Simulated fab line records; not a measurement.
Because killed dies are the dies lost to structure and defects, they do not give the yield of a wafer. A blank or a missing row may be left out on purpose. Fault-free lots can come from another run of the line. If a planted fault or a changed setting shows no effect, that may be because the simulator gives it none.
Lot-split experiment	flow n5Finfet	21 wafers read across 7 lots, on a route 1938 steps long

== SPLIT DETAILS ==
At N5_BEOL_M7_COAT_71 (time 60 s, resist thk 5 nm), the setting spinRpm was moved away from the recipe's 1500 rpm on 9 of the 21 wafers read, by -11.1% to +8.1%. For the rest of the wafers, this setting stayed at what the recipe calls for.

== FROM THE SPLIT TO THE READING: what the file shows between them, 3 steps ==
- N5_BEOL_M7_COAT_22: resist thk 30 nm
- N5_BEOL_M7_EBR_24
- N5_BEOL_M7_DESCUM_33: chemistry O2, time 7 s

== THE READING ==
etch.depthNm (the simulator's own value, which no gauge read), in nm, at N5_BEOL_M7_ETCH_72 (etches underlayer in N2/H2, target depth 6.5 nm, time 5.2 s). There is no usual value for it anywhere in the file. Average 5.000 nm, standard deviation 0.0071 nm, over the 12 wafers here run with the recipe.

wafer	tool, chamber at the split	spinRpm as run, rpm	against the recipe	etch.depthNm, nm	against lot-mates on the recipe
L074.3	lithoTrack-04, 0	1500	recipe	4.997	-
L074.4	lithoTrack-04, 0	1500	recipe	4.994	-
L074.6	lithoTrack-04, 0	1621	+8.1%	4.813	-0.183
L077.1	lithoTrack-04, 0	1500	recipe	5	-
L077.4	lithoTrack-04, 0	1445	-3.7%	5.102	+0.102
L077.5	lithoTrack-04, 0	1445	-3.7%	5.094	+0.094
L080.1	lithoTrack-02, 0	1500	recipe	4.985	-
L080.4	lithoTrack-02, 0	1333	-11.1%	5.298	+0.307
L080.5	lithoTrack-02, 0	1500	recipe	4.996	-
L081.1	lithoTrack-01, 0	1500	recipe	5.011	-
L081.2	lithoTrack-01, 0	1336	-10.9%	5.303	+0.292
L081.3	lithoTrack-01, 0	1336	-10.9%	5.296	+0.285
L085.1	lithoTrack-02, 0	1500	recipe	5.007	-
L085.4	lithoTrack-02, 0	1442	-3.9%	5.114	+0.106
L085.6	lithoTrack-02, 0	1500	recipe	5.008	-
L093.2	lithoTrack-02, 0	1500	recipe	5.001	-
L093.4	lithoTrack-02, 0	1500	recipe	5.002	-
L093.5	lithoTrack-02, 0	1500	recipe	4.992	-
L097.1	lithoTrack-02, 0	1500	recipe	5.004	-
L097.2	lithoTrack-02, 0	1436	-4.3%	5.129	+0.125
L097.6	lithoTrack-02, 0	1436	-4.3%	5.127	+0.123

THE FIT
A straight line over all 21 wafers: etch.depthNm changes by -0.0265 nm for each +1% of spinRpm; r = -1.00; the points scatter about the line by 0.0097 nm.
The same after taking each lot's own level away (the mean of its wafers on the recipe; 21 wafers): -0.0261 nm for each +1%; r = -1.00; scatter 0.0082 nm.
That fit puts the effect of the largest move of spinRpm on the reading at 0.29 nm.
The span of the lots' own levels, 4.9905 to 5.0110 nm, comes to 2.9 times the standard deviation stated above.
Consequently the slope shifts little with the lot-to-lot level, the two slopes agreeing.
Check: for one of the wafers moved furthest among these (-11.1%), held out of the fit, the line's prediction against its lot-mates is +0.29 nm. It came out at +0.307 nm against them.

== OTHER SPLITS ON THESE WAFERS ==
Before the reading, these wafers also passed through other splits. Each is held against what the fit with the lots' levels taken away leaves over:
other split on the same wafers	wafers away from the commonest value	r with etch.depthNm (lot level and that fit taken away)
N5_BEOL_M4_DESCUM_16 timeS	10	+0.29
N5_BEOL_M4_DESCUM_33 timeS	7	+0.23
N5_BEOL_M4_ALD_98 tempC	8	-0.51
N5_BEOL_M5_ETCH_68 timeS	11	+0.03
N5_BEOL_M5_TRENCH_ETCH_37 sourceW	5	-0.11
N5_BEOL_M7_COAT_64 spinRpm	6	-0.27

== THE WHOLE CHAIN: every reading that the file lists as answering this split, in the file's order ==
step	what it does	reading	change (the file's fit)	r (the file's)
N5_BEOL_M7_ETCH_72	etches underlayer in N2/H2, target depth 6.5 nm, time 5.2 s	etchRfOnTimeS	withheld for each +1% of the setting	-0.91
N5_BEOL_M7_ETCH_72	etches underlayer in N2/H2, target depth 6.5 nm, time 5.2 s	CAR-EUV_of_BEOL_M7_COAT_22.thkNm (the simulator's own value, which no gauge read)	+0.0343 nm for each +1% of the setting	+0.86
N5_BEOL_M7_ETCH_72	etches underlayer in N2/H2, target depth 6.5 nm, time 5.2 s	etch.depthNm (the simulator's own value, which no gauge read)	-0.0263 nm for each +1% of the setting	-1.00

== FILE'S OWN FIT ==
etch.depthNm changes by -0.0263 nm for each +1% of spinRpm, r = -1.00.
